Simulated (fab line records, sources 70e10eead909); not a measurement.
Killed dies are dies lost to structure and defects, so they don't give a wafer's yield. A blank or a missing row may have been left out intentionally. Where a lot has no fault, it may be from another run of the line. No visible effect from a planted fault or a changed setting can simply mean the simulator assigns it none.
fab line records + flow nandHarc + part 2 of 2: steps 33 to 45 of 45
[record]
- lots = 5
- wafers = 15
- lastDay = 24
route steps=1159 shown P_GATE@170
lots with no fault: from the same line, run without faults
startH: start of the lot's first displayed wafer, in hours after the record's first day + waitH: hours since the lot's step before + " identical to the entry in the row above + L1.1+2: a row that stands for several wafers + - no value, or no start given + * or withheld: withheld + < > ~ a bound
route shown NAME@n: names a module that has steps shown in the file, with the first one's number in the route + usual: mean/standard deviation taken from wafers without a fault + same: alike in all rows + chamber/n: place in a boat + sites: each site's reading + _std_site: standard deviation of those values + _edge_site: mean of outer sites minus mean of inner sites + radiusMm: for every site, how far away it sits from the centre of the wafer + mask NAME#n: copy n + behind: the tool/chamber that last shaped the wafer + hold: why the lot was held/for how many hours/how that ended + device: the n, p or np transistor that did not switch + end of line: the tests these same wafers got at the end of their route + for a step that has no rows: nothing shown but its recipe + killed: dies lost to structure and defects at the first sort, not the wafer's yield + map: per-die view of a wafer (x killed, . not killed, _ where there is no die)
set.NAME: the setting as run; set.NAME@STEP: as run at that earlier step + model.NAME: the simulator's own value behind a step, which no gauge read
certain route steps with their lots: each step a table, each wafer a row
services: a tool's chamber out of use, with start hour (startH, from the record's first day; less than 0 if before it), hours out, and reason
[[steps]]
[step NHARC_P_GATE_DESCUM_93]
[recipe]
- timeS = 3
- o2FlowSccm = 200
- arFlowSccm = 0
- biasPowerW = 0
- chemistry = O2
[usual]
- drypumpMotorCurrentA = 5.8/0.55
- oesProductAu = 1.001/0.0076
- rfVppV = 57.8/0.98
- showerheadPlenumPTorr = 1.91/0.08
- throttleValvePct = 11.310/0.0093
| lot.wafer | tool       | chamber | startH | waitH | drypumpMotorCurrentA | oesProductAu | rfHoursCounterH | rfVppV | showerheadPlenumPTorr | throttleValvePct |
|-----------|------------|---------|--------|-------|----------------------|--------------|-----------------|--------|-----------------------|------------------|
| L077.1    | rieDiel-04 | 0       | 120.98 | -     | 6.4                  | 1.004        | 0               | 58.7   | 1.94                  | 11.312           |
| L077.5    | "          | 1       | "      | "     | 5.3                  | 0.996        | -               | 57.4   | 1.83                  | 11.317           |
| L077.6    | "          | 3       | "      | "     | 4.9                  | 0.996        | -               | 58.4   | 1.81                  | 11.320           |
| L080.3    | rieDiel-05 | 3       | 145.44 | -     | 6.6                  | 0.998        | 59              | 57.5   | 1.92                  | 11.311           |
| L080.4    | "          | 1       | "      | "     | 5.9                  | 1.010        | 57              | 56.7   | 1.93                  | 11.327           |
| L080.5    | "          | 3       | "      | "     | 6.6                  | 0.995        | -               | 57.1   | 1.92                  | 11.297           |
| L085.1    | rieDiel-02 | 2       | 185.02 | -     | 5.3                  | 0.988        | 8               | 59.3   | 1.90                  | 11.295           |
| L085.4    | "          | 0       | "      | "     | 5.6                  | 0.999        | 7               | 57.5   | 1.81                  | 11.307           |
| L085.6    | "          | 2       | "      | "     | 5.3                  | 0.984        | -               | 57.2   | 1.90                  | 11.313           |
| L094.1    | rieDiel-05 | 0       | 217.55 | -     | 5.8                  | 1.001        | 15              | 58.0   | 1.96                  | 11.309           |
| L094.4    | "          | 2       | "      | "     | 6.2                  | 0.997        | 17              | 57.8   | 2.02                  | 11.313           |
| L094.5    | "          | 1       | "      | "     | 5.9                  | 1.005        | -               | 57.0   | 1.92                  | 11.324           |
| L097.3    | rieDiel-04 | 1       | 235.35 | -     | 5.3                  | 0.995        | 18              | 57.7   | 1.83                  | 11.310           |
| L097.5    | "          | 3       | "      | "     | 4.9                  | 1.010        | -               | 57.8   | 1.80                  | 11.319           |
| L097.6    | "          | 0       | "      | "     | 6.3                  | 1.011        | -               | 58.1   | 1.93                  | 11.305           |
[step NHARC_P_GATE_IMPLANT_94]
[recipe]
- energyKev = 60
- doseCm2 = 2e+15
- tiltDeg = 7
[usual]
- beamOnS = 22.2/0.62
| lot.wafer | tool         | chamber | startH | waitH | beamOnS |
|-----------|--------------|---------|--------|-------|---------|
| L077.1    | implanter-01 | 0       | 121.12 | 0.1   | 22.5    |
| L077.5    | "            | 0       | "      | "     | 22.7    |
| L077.6    | "            | 0       | "      | "     | 22.1    |
| L080.3    | implanter-02 | 0       | 145.66 | 0.2   | 21.5    |
| L080.4    | "            | 0       | "      | "     | 22.0    |
| L080.5    | "            | 0       | "      | "     | 21.9    |
| L085.1    | implanter-02 | 0       | 185.16 | 0.1   | 21.6    |
| L085.4    | "            | 0       | "      | "     | 21.2    |
| L085.6    | "            | 0       | "      | "     | 21.4    |
| L094.1    | implanter-02 | 0       | 217.70 | 0.1   | 21.5    |
| L094.4    | "            | 0       | "      | "     | 21.9    |
| L094.5    | "            | 0       | "      | "     | 21.9    |
| L097.3    | implanter-02 | 0       | 235.53 | 0.2   | 21.4    |
| L097.5    | "            | 0       | "      | "     | 22.1    |
| L097.6    | "            | 0       | "      | "     | 21.7    |
[step NHARC_P_GATE_STRIP_113]
[recipe]
- powerW = 1500
- tempC = 110
- timeS = 740
- chemistry = N2/H2
[usual]
- drypumpMotorCurrentA = 5.6/0.58
- heaterPowerW = 85/3.9
| lot.wafer | tool           | chamber | startH | waitH | drypumpMotorCurrentA | heaterPowerW | rfHoursCounterH |
|-----------|----------------|---------|--------|-------|----------------------|--------------|-----------------|
| L077.1    | plasmaAsher-02 | 1       | 121.34 | 0.2   | 6.1                  | 82           | 30              |
| L077.5    | "              | 1       | "      | "     | 6.1                  | 80           | -               |
| L077.6    | "              | 0       | "      | "     | 4.8                  | 84           | -               |
| L080.4    | plasmaAsher-02 | 0       | 146.31 | 0.6   | 4.8                  | 85           | -               |
| L080.3    | "              | 1       | "      | "     | 6.1                  | 81           | -               |
| L080.5    | "              | 1       | "      | "     | 6.1                  | 79           | -               |
| L085.1    | plasmaAsher-01 | 1       | 186.90 | 1.7   | 6.3                  | 81           | 26              |
| L085.4    | "              | 1       | "      | "     | 6.3                  | 82           | -               |
| L085.6    | "              | 1       | "      | "     | 6.3                  | 86           | -               |
| L094.1    | plasmaAsher-01 | 0       | 218.04 | 0.3   | 5.3                  | 92           | 39              |
| L094.4    | "              | 0       | "      | "     | 5.3                  | 90           | -               |
| L094.5    | "              | 1       | "      | "     | 6.3                  | 83           | -               |
| L097.3    | plasmaAsher-01 | 0       | 236.05 | 0.5   | 5.2                  | 87           | -               |
| L097.6    | "              | 1       | "      | "     | 6.2                  | 82           | -               |
| L097.5    | "              | 0       | "      | "     | 5.2                  | 91           | -               |
[step NHARC_P_GATE_STRIP_95]
[recipe]
- powerW = 1500
- tempC = 250
- chemistry = O2
[usual]
- drypumpMotorCurrentA = 5.6/0.58
- heaterPowerW = 319/14
| lot.wafer | tool           | chamber | startH | waitH | drypumpMotorCurrentA | heaterPowerW | rfHoursCounterH |
|-----------|----------------|---------|--------|-------|----------------------|--------------|-----------------|
| L077.1    | plasmaAsher-02 | 1       | 122.07 | 0.6   | 6.1                  | 300          | 31              |
| L077.5    | "              | 1       | "      | "     | 6.1                  | 304          | -               |
| L077.6    | "              | 0       | "      | "     | 4.9                  | 321          | -               |
| L080.4    | plasmaAsher-02 | 0       | 146.81 | 0.4   | 4.9                  | 322          | -               |
| L080.3    | "              | 1       | "      | "     | 6.1                  | 305          | -               |
| L080.5    | "              | 1       | "      | "     | 6.1                  | 307          | -               |
| L085.1    | plasmaAsher-01 | 1       | 187.51 | 0.5   | 6.3                  | 313          | 27              |
| L085.4    | "              | 1       | "      | "     | 6.3                  | 309          | -               |
| L085.6    | "              | 1       | "      | "     | 6.2                  | 307          | -               |
| L094.1    | plasmaAsher-01 | 0       | 218.65 | 0.5   | 5.2                  | 337          | 40              |
| L094.4    | "              | 0       | "      | "     | 5.2                  | 343          | -               |
| L094.5    | "              | 1       | "      | "     | 6.3                  | 319          | -               |
| L097.3    | plasmaAsher-01 | 0       | 236.43 | 0.3   | 5.2                  | 341          | -               |
| L097.6    | "              | 1       | "      | "     | 6.2                  | 312          | -               |
| L097.5    | "              | 0       | "      | "     | 5.2                  | 335          | -               |
[step NHARC_P_GATE_STRIP_96]
[recipe]
- timeS = 900
- tempC = 130
- chemistry = SPM
| lot.wafer  | tool        | chamber | startH | waitH |
|------------|-------------|---------|--------|-------|
| L077.5+1+6 | wetBench-05 | 0,1,4   | 122.29 | 0.2   |
| L080.5+4+3 | wetBench-05 | 7,3,4   | 147.01 | 0.1   |
| L085.6+4+1 | wetBench-09 | 6,0,1   | 187.72 | 0.2   |
| L094.1+4+5 | wetBench-09 | 1,3,4   | 218.86 | 0.2   |
| L097.3+5+6 | wetBench-05 | 4,6,1   | 236.61 | 0.2   |
[step NHARC_P_GATE_RTA_64]
[recipe]
- tempC = 1050
- timeS = 1
[usual]
- lampPowerPct = 33.41/0.24
- lamp_zone_1_pct = 33.41/0.23
- wafer_temp_C_max = 1053.8/0.95
| lot.wafer | tool         | chamber | startH | waitH | lampPowerPct | lamp_zone_1_pct | wafer_temp_C_max |
|-----------|--------------|---------|--------|-------|--------------|-----------------|------------------|
| L077.1    | rtpAnneal-02 | 0       | 122.75 | -     | 33.20        | 33.21           | 1053.6           |
| L077.5    | "            | 0       | "      | "     | 33.25        | 33.28           | 1054.3           |
| L077.6    | "            | 0       | "      | "     | 33.23        | 33.28           | 1053.3           |
| L080.3    | rtpAnneal-02 | 0       | 147.42 | -     | 33.22        | 33.22           | 1052.7           |
| L080.4    | "            | 0       | "      | "     | 33.24        | 33.28           | 1053.3           |
| L080.5    | "            | 0       | "      | "     | 33.25        | 33.26           | 1051.9           |
| L085.1    | rtpAnneal-02 | 0       | 188.06 | -     | 33.19        | 33.26           | 1052.0           |
| L085.4    | "            | 0       | "      | "     | 33.23        | 33.24           | 1052.8           |
| L085.6    | "            | 0       | "      | "     | 33.19        | 33.24           | 1052.8           |
| L094.1    | rtpAnneal-02 | 0       | 219.21 | -     | 33.25        | 33.24           | 1053.3           |
| L094.4    | "            | 0       | "      | "     | 33.22        | 33.18           | 1053.8           |
| L094.5    | "            | 0       | "      | "     | 33.21        | 33.21           | 1053.2           |
| L097.3    | rtpAnneal-02 | 0       | 237.02 | -     | 33.28        | 33.21           | 1053.3           |
| L097.5    | "            | 0       | "      | "     | 33.18        | 33.23           | 1054.7           |
| L097.6    | "            | 0       | "      | "     | 33.23        | 33.26           | 1052.2           |
[step NHARC_P_GATE_ETCH_77]
[recipe]
- targetDepthA = 60
- chemistry = dHF
- material = SiO2
| lot.wafer  | tool        | chamber | startH | waitH |
|------------|-------------|---------|--------|-------|
| L077.6+1+5 | wetBench-09 | 5,6,1   | 122.95 | 0.0   |
| L080.4+5+3 | wetBench-05 | 5,7,2   | 147.56 | 0.1   |
| L085.1+4+6 | wetBench-01 | 6,0,1   | 188.27 | 0.2   |
| L094.5+1+4 | wetBench-09 | 0,1,3   | 219.41 | 0.1   |
| L097.3+5+6 | wetBench-01 | 6,7,0   | 237.17 | 0.1   |
[step NHARC_P_GATE_DEGAS_109]
[recipe]
- tempC = 300
- timeS = 60
[usual]
- heaterPowerW = 488/44
| lot.wafer | tool          | chamber | startH | waitH | heaterPowerW |
|-----------|---------------|---------|--------|-------|--------------|
| L077.1    | pvdSputter-01 | -       | 123.07 | 0.1   | 551          |
| L077.5    | "             | -       | "      | "     | 495          |
| L077.6    | "             | -       | "      | "     | 500          |
| L080.4    | pvdSputter-01 | -       | 147.68 | 0.1   | 485          |
| L080.3    | "             | -       | "      | "     | 554          |
| L080.5    | "             | -       | "      | "     | 500          |
| L085.1    | pvdSputter-03 | -       | 188.37 | 0.1   | 496          |
| L085.4    | "             | -       | "      | "     | 442          |
| L085.6    | "             | -       | "      | "     | 443          |
| L094.1    | pvdSputter-03 | -       | 219.53 | 0.1   | 425          |
| L094.4    | "             | -       | "      | "     | 439          |
| L094.5    | "             | -       | "      | "     | 492          |
| L097.3    | pvdSputter-01 | -       | 237.27 | 0.1   | 482          |
| L097.5    | "             | -       | "      | "     | 487          |
| L097.6    | "             | -       | "      | "     | 488          |
[step NHARC_P_GATE_PRE_CLEAN_110]
[recipe]
- timeS = 30
- biasV = 200
- gas = Ar
| lot.wafer  | tool          | chamber | startH | waitH |
|------------|---------------|---------|--------|-------|
| L077.1+5+6 | pvdSputter-01 | -       | -      | -     |
| L080.4+3+5 | pvdSputter-01 | -       | -      | -     |
| L085.4+1+6 | pvdSputter-03 | -       | -      | -     |
| L094.1+4+5 | pvdSputter-03 | -       | -      | -     |
| L097.3+5+6 | pvdSputter-01 | -       | -      | -     |
[step NHARC_P_GATE_SPUTTER_78]
[recipe]
- targetThkA = 100
- material = Ni
| lot.wafer  | tool          | chamber | startH | waitH |
|------------|---------------|---------|--------|-------|
| L077.1+6+5 | pvdSputter-01 | -       | -      | -     |
| L080.4+3+5 | pvdSputter-01 | -       | -      | -     |
| L085.1+4+6 | pvdSputter-03 | -       | -      | -     |
| L094.1+4+5 | pvdSputter-03 | -       | -      | -     |
| L097.3+5+6 | pvdSputter-01 | -       | -      | -     |
[step NHARC_P_GATE_SPUTTER_79]
[recipe]
- targetThkA = 100
- material = TiN
| lot.wafer  | tool          | chamber | startH | waitH |
|------------|---------------|---------|--------|-------|
| L077.1+5+6 | pvdSputter-01 | -       | -      | -     |
| L080.3+4+5 | pvdSputter-01 | -       | -      | -     |
| L085.1+4+6 | pvdSputter-03 | -       | -      | -     |
| L094.4+1+5 | pvdSputter-03 | -       | -      | -     |
| L097.3+6+5 | pvdSputter-01 | -       | -      | -     |
[step NHARC_P_GATE_RTA_80]
[recipe]
- tempC = 300
- timeS = 30
[usual]
- wafer_temp_C_max = 301.06/0.29
| lot.wafer | tool         | chamber | startH | waitH | wafer_temp_C_max |
|-----------|--------------|---------|--------|-------|------------------|
| L077.1    | rtpAnneal-02 | 0       | 123.34 | -     | 301.34           |
| L077.5    | "            | 0       | "      | "     | 301.22           |
| L077.6    | "            | 0       | "      | "     | 301.07           |
| L080.3    | rtpAnneal-02 | 0       | 148.03 | -     | 300.99           |
| L080.4    | "            | 0       | "      | "     | 300.58           |
| L080.5    | "            | 0       | "      | "     | 301.05           |
| L085.1    | rtpAnneal-02 | 0       | 188.66 | -     | 301.65           |
| L085.4    | "            | 0       | "      | "     | 301.30           |
| L085.6    | "            | 0       | "      | "     | 301.35           |
| L094.1    | rtpAnneal-02 | 0       | 219.82 | -     | 301.13           |
| L094.4    | "            | 0       | "      | "     | 300.87           |
| L094.5    | "            | 0       | "      | "     | 301.07           |
| L097.3    | rtpAnneal-02 | 0       | 237.62 | -     | 300.58           |
| L097.5    | "            | 0       | "      | "     | 300.88           |
| L097.6    | "            | 0       | "      | "     | 300.86           |
[step NHARC_P_GATE_STRIP_67]
[recipe]
- timeS = 600
- tempC = 130
- chemistry = SPM
| lot.wafer  | tool        | chamber | startH | waitH |
|------------|-------------|---------|--------|-------|
| L077.5+1+6 | wetBench-05 | 5,1,2   | 123.55 | 0.1   |
| L080.5+3+4 | wetBench-05 | 5,6,7   | 148.18 | 0.1   |
| L085.4+1+6 | wetBench-05 | 2,5,6   | 188.86 | 0.1   |
| L094.1+4+5 | wetBench-09 | 4,0,1   | 220.02 | 0.2   |
| L097.3+5+6 | wetBench-05 | 3,5,7   | 237.76 | 0.1   |
[[services]]
| tool           | chamber | startH | hours | kind   |
|----------------|---------|--------|-------|--------|
| plasmaAsher-01 | -       | 99.10  | 9.0   | pm     |
| pvdSputter-03  | -       | 102.00 | 10.0  | pm     |
| implanter-01   | -       | 103.07 | 2.4   | repair |
| rieDiel-02     | -       | 104.45 | 9.1   | repair |
| rieDiel-04     | -       | 111.95 | 9.0   | pm     |
| wetBench-09    | -       | 114.34 | 8.0   | pm     |
| krfScanner-02  | -       | 134.73 | 5.6   | repair |
| rieDiel-02     | -       | 151.07 | 9.0   | pm     |
| rieDiel-05     | -       | 163.62 | 9.0   | pm     |
| lithoTrack-02  | -       | 165.00 | 7.0   | pm     |
| krfScanner-02  | -       | 166.86 | 1.1   | repair |
| pvdSputter-01  | -       | 171.17 | 10.0  | pm     |
| rieDiel-05     | 3       | 180.98 | 16.1  | repair |
| rieDiel-04     | 1       | 181.25 | 4.5   | repair |
| plasmaAsher-02 | -       | 183.17 | 9.0   | pm     |
| wetBench-05    | -       | 185.22 | 1.9   | repair |
| pvdSputter-03  | -       | 185.58 | 1.2   | repair |
| rieDiel-04     | 1       | 188.07 | 9.5   | repair |
| lithoTrack-07  | -       | 189.00 | 7.0   | pm     |
| wetBench-05    | -       | 196.80 | 8.0   | pm     |
| pvdSputter-03  | -       | 204.83 | 6.3   | repair |
| krfScanner-02  | -       | 210.00 | 4.0   | pm     |
| rieDiel-04     | -       | 217.85 | 0.2   | repair |
| lithoTrack-05  | -       | 237.00 | 7.0   | pm     |
